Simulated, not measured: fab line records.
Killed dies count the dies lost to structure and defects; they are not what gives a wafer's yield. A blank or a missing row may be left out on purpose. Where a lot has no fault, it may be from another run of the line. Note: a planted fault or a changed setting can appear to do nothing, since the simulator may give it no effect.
Comparing a struck lot with a sound one | flow n5 finfet | 16 steps out of a route of 1938
Sound: these wafers, L763.1, L763.2, L763.3. Struck: wafer L746.6 (L746.2, L746.3, from the same lot, were not struck and are left out); the cause is given at the end.
At each step with rows: each side's tool, then ch and its chambers, then its first start. Under that, the readings that differ: sound wafers | struck wafers | difference of the means | sigmas: that difference in standard deviations of wafers without a fault.
alike: words and numbers the same on both sides, and readings whose means are apart by under 2 such deviations; not compared: readings that were withheld, readings missing a value for some wafer, numbers with overlapping values and no deviation given by the record, and bounds like >300 which may hide the same value.
The two part at a step that has a row with sigmas, a row that says differs or no value, or rows on one side only. Non-overlapping numbers with no deviation appear without sigmas and do not part them. A reading that every wafer of one side lacks parts them only if that side has two wafers or more.

N5_BEOL_M9_HM_DEP_02: deposits TiN, target thk 20 nm.
  sound: pvd sputter-03 at day 15 19:22; struck: pvd sputter-02 at day 13 01:08
  alike: throttle valve pct
then, 8 steps without rows for these wafers: N5_BEOL_M9_COAT_59 (time 60 s, resist thk 100 nm); N5_BEOL_M9_COAT_60 (time 60 s, resist thk 30 nm); N5_BEOL_M9_COAT_05 (resist thk 90 nm); N5_BEOL_M9_EBR_07; N5_BEOL_M9_SOFTBAKE_06 (time 60 s); N5_BEOL_M9_EXPOSE_08 (exposes mask M9); N5_BEOL_M9_PEB_09 (peb time 60 s); N5_BEOL_M9_DEVELOP_10 (develop time 30 s).
N5_BEOL_M9_CD_MEAS_11 targets a cd of 64.1 nm.
  sound on cd sem-02 ch 0, day 15 19:51; struck on cd sem-03 ch 0, day 13 01:38
  alike: cd nm
N5_BEOL_M9_OVL_MEAS_12:
  sound on overlay-01 ch 0, day 15 19:53; struck on overlay-01 ch 0, day 13 01:40
  alike: M9_OVL
N5_BEOL_M9_INSPECT_13: inspects for defects (brightfield).
  sound: defect inspect-01 at day 15 19:55; struck: defect inspect-01 at day 13 01:41
  alike: raw defect count
N5_BEOL_M9_DESCUM_16: chemistry O2, time 7.9 s.
  sound on rie diel-05 ch 1,2,3, day 15 20:09; struck on rie diel-05 ch 2, day 13 01:43
  reading                                      | sound          | struck | difference | sigmas
  model.CAR-ArF_of_BEOL_M9_COAT_05.thk nm (nm) | 83.4 83.2 83.6 | 82     | -1         |
  alike: bias power w, drypump motor current A, oes product au, rf vpp V, showerhead plenum p Torr, throttle valve pct
  not compared: rf hours counter h
N5_BEOL_M9_ETCH_61: etches SiARC in CF4, target depth 39 nm, time 65 s.
  sound on rie diel-05 ch 1,2,3, day 15 20:11; struck on rie diel-05 ch 2, day 13 01:45
  reading                                      | sound          | struck | difference | sigmas
  model.CAR-ArF_of_BEOL_M9_COAT_05.thk nm (nm) | 55.2 55.2 55.6 | 54     | -1         |
  alike: drypump motor current A, etch rf on time s, oes product au, rf vpp V, showerhead plenum p Torr, throttle valve pct
  not compared: rf hours counter h
N5_BEOL_M9_ETCH_62: etches SOC in N2/H2, target depth 110 nm, overetch 22 nm, time 165 s.
  sound on rie diel-05 ch 1,2,3, day 15 20:14; struck on rie diel-05 ch 2, day 13 01:48
  alike: drypump motor current A, oes product au, rf vpp V, showerhead plenum p Torr, throttle valve pct
  not compared: rf hours counter h
next, for these wafers, 1 step has no rows: N5_PASSIVATION_PROBE_49.

WHERE THEY PART
Nowhere in this record.

WHY: what the simulator had put in
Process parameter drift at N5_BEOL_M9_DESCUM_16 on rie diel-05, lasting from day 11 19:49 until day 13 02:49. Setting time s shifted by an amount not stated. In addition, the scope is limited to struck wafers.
